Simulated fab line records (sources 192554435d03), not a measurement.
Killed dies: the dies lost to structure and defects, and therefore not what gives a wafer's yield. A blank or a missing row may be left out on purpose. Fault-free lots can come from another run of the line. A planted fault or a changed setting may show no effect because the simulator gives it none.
3 desks looking at one fault | flow n5_finfet | what lay behind the numbers comes last; until then each desk has only its own

== FROM THE METROLOGY DESK ==
What the gauges read for every lot (on any tool): the sampled wafers with a number, averaged. A lot is out of limits, marked OUT, if its mean lies more than 4 standard deviations from the usual mean; the brackets give that distance.
Columns: A = cd_nm at N5_BEOL_M11_CD_MEAS_11, usual 64.0 nm; B = M11_OVL at N5_BEOL_M11_OVL_MEAS_12, usual -0.3 nm
lot  | first seen here | A    | B
L268 | day 11 05:05    | 63.7 | -0.5
L270 | day 11 20:07    | 64.4 | -0.8
L274 | day 12 06:22    | 64.8 | -1.2
L281 | day 14 00:13    | 64.5 | -1.8
L282 | day 14 10:22    | 64.0 | -0.9
L285 | day 15 05:08    | 63.8 | -0.6
L286 | day 15 13:43    | 64.0 | -0.0
Finding of this desk: none of the 7 lots has anything out of limits.

== DESK OF THE TOOL OWNER: rie_diel-02 ==
The tool's own readings at N5_BEOL_M11_DESCUM_16 (chemistry O2, time 7.9 s): means of the sampled wafers that have a number, for each lot that ran on this tool. A lot is out of limits, marked OUT, if its mean lies more than 4 standard deviations from the usual mean; the brackets give that distance.
Columns: A = bias_power_w at N5_BEOL_M11_DESCUM_16, usual 20.00 W; B = drypump_motor_current_A at N5_BEOL_M11_DESCUM_16, usual 5.9 A; C = oes_product_au at N5_BEOL_M11_DESCUM_16, usual 0.80 a.u.; D = rf_fwd_power_W at N5_BEOL_M11_DESCUM_16, usual 49.38 W; E = rf_vpp_V at N5_BEOL_M11_DESCUM_16, usual 243.4 V; F = showerhead_plenum_p_Torr at N5_BEOL_M11_DESCUM_16, usual 2.11 Torr; G = throttle_valve_pct at N5_BEOL_M11_DESCUM_16, usual 20.44 %
lot  | first seen here | A     | B   | C    | D     | E     | F    | G
L270 | day 11 20:13    | 20.00 | 5.9 | 0.77 | 49.55 | 242.3 | 2.01 | 20.29
L281 | day 14 00:18    | 20.10 | 5.6 | 0.92 | 49.64 | 244.8 | 2.19 | 20.23
L282 | day 14 10:27    | 19.99 | 6.0 | 0.87 | 48.98 | 242.9 | 2.08 | 20.30
L285 | day 15 05:25    | 20.06 | 5.9 | 0.90 | 48.99 | 243.9 | 2.12 | 20.10
Finding of this desk: none of the 4 lots has anything out of limits.

== THE DEFECT DESK ==
Lot by lot, what the route's inspections counted, given as the mean of those sampled wafers with a number. A lot is out of limits, marked OUT, if its mean lies more than 4 standard deviations from the usual mean; the brackets give that distance.
Columns: A = raw_defect_count at N5_BEOL_M11_INSPECT_13, usual 442
lot  | first seen here | A
L268 | day 11 05:08    | 541
L270 | day 11 20:11    | 500
L274 | day 12 06:25    | 547
L281 | day 14 00:16    | 477
L282 | day 14 10:25    | 436
L285 | day 15 05:12    | 330
L286 | day 15 13:46    | 502
Finding of this desk: none of the 7 lots has anything out of limits.

== PUT TOGETHER ==
Nothing out of limits was seen by the metrology desk.
The tool owner's desk saw nothing out of limits.
No out-of-limits result turned up at the defect desk.

== WHAT HAD BEEN PUT IN BY THE SIMULATOR ==
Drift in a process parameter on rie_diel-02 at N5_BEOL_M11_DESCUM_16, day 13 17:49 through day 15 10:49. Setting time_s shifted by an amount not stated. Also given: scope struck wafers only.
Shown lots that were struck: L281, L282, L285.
